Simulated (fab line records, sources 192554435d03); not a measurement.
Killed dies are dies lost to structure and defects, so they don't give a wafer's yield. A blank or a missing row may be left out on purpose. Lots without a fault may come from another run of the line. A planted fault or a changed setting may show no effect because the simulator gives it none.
Chamber matching | flow n5_finfet | N5_ZERO_LAYER_ETCH_17 on rie_diel-03: 4 sister chambers
The step etches SiO2 in CF4, target depth 12 nm, time 13.3 s. 8 wafers are shown with their chamber, then 10 later ones without.

WAFERS WITH THEIR CHAMBER
wafer  | chamber | showerhead_plenum_p_Torr (Torr) | throttle_valve_pct (%)
L077.6 | 3       | 2.25                            | 15.55
L078.4 | 2       | 2.12                            | 15.79
L079.2 | 0       | 2.10                            | 14.97
L080.1 | 3       | 2.24                            | 15.58
L080.4 | 0       | 2.10                            | 15.00
L080.5 | 1       | 2.24                            | 15.96
L081.3 | 2       | 2.11                            | 15.79
L081.5 | 1       | 2.24                            | 15.97

WAFERS WITHOUT THEIR CHAMBER
wafer  | showerhead_plenum_p_Torr (Torr) | throttle_valve_pct (%)
L081.6 | 2.11                            | 15.79
L086.3 | 2.11                            | 15.80
L086.4 | 2.10                            | 15.01
L086.5 | 2.11                            | 15.80
L095.2 | 2.23                            | 16.03
L095.5 | 2.11                            | 15.33
L095.6 | 2.23                            | 16.03
L097.1 | 2.23                            | 15.61
L097.2 | 2.09                            | 15.06
L097.4 | 2.23                            | 16.03

WHICH CHAMBER EACH WENT THROUGH
wafer  | from the rows above | in truth
L081.6 | 2                   | 2
L086.3 | 2                   | 2
L086.4 | 0                   | 0
L086.5 | 2                   | 2
L095.2 | 1                   | 1
L095.5 | 0                   | 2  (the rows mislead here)
L095.6 | 1                   | 1
L097.1 | 3                   | 3
L097.2 | 0                   | 0
L097.4 | 1                   | 1
Placed correctly: 9 of 10. Can't be placed from these rows: 0. Placed wrongly: 1.
How it was worked out, from the rows above alone: a wafer's distance from a chamber is the root of the sum, over the readings, of the square of ((its reading less the chamber's mean) divided by the reading's scatter). The wafer belongs to the nearest chamber; if the next one is less than 2 further off, it can't be placed. A chamber's mean is the mean of its shown wafers. The scatter: the root of (the sum of the squares of (reading less its chamber's mean) over the shown wafers, divided by (wafers less chambers)).
